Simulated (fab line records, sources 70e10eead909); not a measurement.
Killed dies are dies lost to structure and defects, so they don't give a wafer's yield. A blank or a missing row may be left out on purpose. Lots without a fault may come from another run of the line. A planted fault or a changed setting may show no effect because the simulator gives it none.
Chamber matching | flow nand_harc | NHARC_P_GATE_ETCH_32 on rie_si-04: 4 sister chambers
The step etches the open film in HBr/Cl2, target depth 150 nm, time 100.1 s. 8 wafers are shown with their chamber, then 12 later ones without.

WAFERS WITH THEIR CHAMBER
wafer  | chamber | drypump_motor_current_A (A) | oes_product_au (a.u.)
L088.1 | 0       | 5.9                         | 0.978
L089.4 | 1       | 5.9                         | 1.009
L089.5 | 1       | 6.0                         | 1.012
L091.4 | 0       | 5.9                         | 0.993
L091.5 | 3       | 5.3                         | 0.971
L093.2 | 3       | 5.3                         | 0.986
L093.3 | 2       | 5.6                         | 0.978
L093.6 | 2       | 5.6                         | 0.984

WAFERS WITHOUT THEIR CHAMBER
wafer  | drypump_motor_current_A (A) | oes_product_au (a.u.)
L094.1 | 5.9                         | 0.974
L094.3 | 5.9                         | 1.002
L094.4 | 5.6                         | 0.962
L096.1 | 5.9                         | 0.987
L096.2 | 5.9                         | 1.018
L096.4 | 5.6                         | 0.980
L096.3 | 5.3                         | 0.987
L096.5 | 5.9                         | 1.008
L096.6 | 5.9                         | 0.996
L097.1 | 5.6                         | 0.977
L097.3 | 5.9                         | 0.990
L097.4 | 5.9                         | 1.007

WHICH CHAMBER EACH WENT THROUGH
wafer  | from the rows above     | in truth
L094.1 | 0                       | 0
L094.3 | can't be placed: 1 or 0 | 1
L094.4 | 2                       | 2
L096.1 | 0                       | 0
L096.2 | 1                       | 1
L096.4 | 2                       | 2
L096.3 | 3                       | 3
L096.5 | can't be placed: 1 or 0 | 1
L096.6 | can't be placed: 0 or 1 | 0
L097.1 | 2                       | 2
L097.3 | 0                       | 0
L097.4 | can't be placed: 1 or 0 | 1
Placed correctly: 8 of 12. Can't be placed from these rows: 4 (the true chamber is among the candidates in 4). Placed wrongly: 0.
How it was worked out, from the rows above alone: a wafer's distance from a chamber is the root of the sum, over the readings, of the square of ((its reading less the chamber's mean) divided by the reading's scatter). The wafer belongs to the nearest chamber; if the next one is less than 2 further off, it can't be placed. A chamber's mean is the mean of its shown wafers. The scatter: the root of (the sum of the squares of (reading less its chamber's mean) over the shown wafers, divided by (wafers less chambers)).
